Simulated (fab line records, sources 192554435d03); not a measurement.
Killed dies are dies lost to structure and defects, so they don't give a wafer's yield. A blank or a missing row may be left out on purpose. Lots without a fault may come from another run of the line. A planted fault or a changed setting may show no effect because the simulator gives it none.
Chamber matching | flow n5_finfet | N5_BEOL_M6_ETCH_62 on rie_diel-04: 4 sister chambers
The step etches SOC in N2/H2, target depth 110 nm, overetch 22 nm, time 165 s. 22 wafers are shown with their chamber, then 11 later ones without.

WAFERS WITH THEIR CHAMBER
wafer  | chamber | drypump_motor_current_A (A) | showerhead_plenum_p_Torr (Torr) | rf_vpp_V (V)
L074.1 | 3       | 5.1                         | 2.60                            | 525.3
L074.3 | 0       | 6.1                         | 2.72                            | 527.5
L074.5 | 0       | 6.1                         | 2.72                            | 527.9
L075.2 | 1       | 5.6                         | 2.48                            | 521.6
L075.4 | 1       | 5.5                         | 2.48                            | 522.1
L075.5 | 2       | 5.2                         | 2.50                            | 523.8
L076.4 | 1       | 5.6                         | 2.47                            | 522.4
L076.5 | 0       | 6.1                         | 2.71                            | 526.8
L076.6 | 3       | 5.1                         | 2.60                            | 524.1
L080.3 | 3       | 5.1                         | 2.60                            | 527.1
L080.4 | 0       | 6.1                         | 2.71                            | 527.7
L080.5 | 1       | 5.6                         | 2.47                            | 523.0
L081.1 | 0       | 6.1                         | 2.70                            | 526.7
L081.2 | 3       | 5.1                         | 2.59                            | 527.3
L081.4 | 0       | 6.1                         | 2.70                            | 528.0
L083.2 | 2       | 5.1                         | 2.49                            | 522.3
L083.3 | 0       | 6.1                         | 2.70                            | 530.2
L083.4 | 3       | 5.1                         | 2.59                            | 524.7
L086.3 | 0       | 6.1                         | 2.70                            | 527.1
L086.5 | 0       | 6.1                         | 2.70                            | 528.8
L086.6 | 3       | 5.1                         | 2.59                            | 524.7
L087.2 | 2       | 5.1                         | 2.48                            | 523.4

SIGNATURES (means of the wafers above)
reading                  | chamber 0 | chamber 1 | chamber 2 | chamber 3 | scatter within a chamber
drypump_motor_current_A  | 6.100     | 5.575     | 5.133     | 5.100     | 0.0281
showerhead_plenum_p_Torr | 2.7067    | 2.4750    | 2.4900    | 2.5950    | 0.00764
rf_vpp_V                 | 527.856   | 522.275   | 523.167   | 525.533   | 1.08
Rule: a wafer's distance from a chamber is the root of the sum, over the readings, of the square of ((its reading less the chamber's mean) divided by the reading's scatter). The wafer belongs to the nearest chamber; if the next one is less than 2 further off, it can't be placed. The scatter: the root of (the sum of the squares of (reading less its chamber's mean) over the shown wafers, divided by (wafers less chambers)).

WAFERS WITHOUT THEIR CHAMBER
wafer  | drypump_motor_current_A (A) | showerhead_plenum_p_Torr (Torr) | rf_vpp_V (V)
L087.4 | 5.6                         | 2.46                            | 521.9
L087.6 | 5.1                         | 2.48                            | 521.8
L090.3 | 5.6                         | 2.46                            | 521.7
L090.5 | 5.1                         | 2.58                            | 525.7
L090.6 | 6.1                         | 2.70                            | 527.2
L088.2 | 5.6                         | 2.46                            | 520.7
L088.5 | 5.6                         | 2.46                            | 521.3
L088.6 | 5.2                         | 2.48                            | 521.7
L092.1 | 5.1                         | 2.58                            | 525.7
L092.2 | 5.6                         | 2.45                            | 522.5
L092.5 | 5.6                         | 2.45                            | 521.6

WHICH CHAMBER EACH WENT THROUGH
wafer  | from the rows above | in truth
L087.4 | 1                   | 1
L087.6 | 2                   | 2
L090.3 | 1                   | 1
L090.5 | 3                   | 3
L090.6 | 0                   | 0
L088.2 | 1                   | 1
L088.5 | 1                   | 1
L088.6 | 2                   | 2
L092.1 | 3                   | 3
L092.2 | 1                   | 1
L092.5 | 1                   | 1
Placed correctly: 11 of 11. Can't be placed from these rows: 0. Placed wrongly: 0.
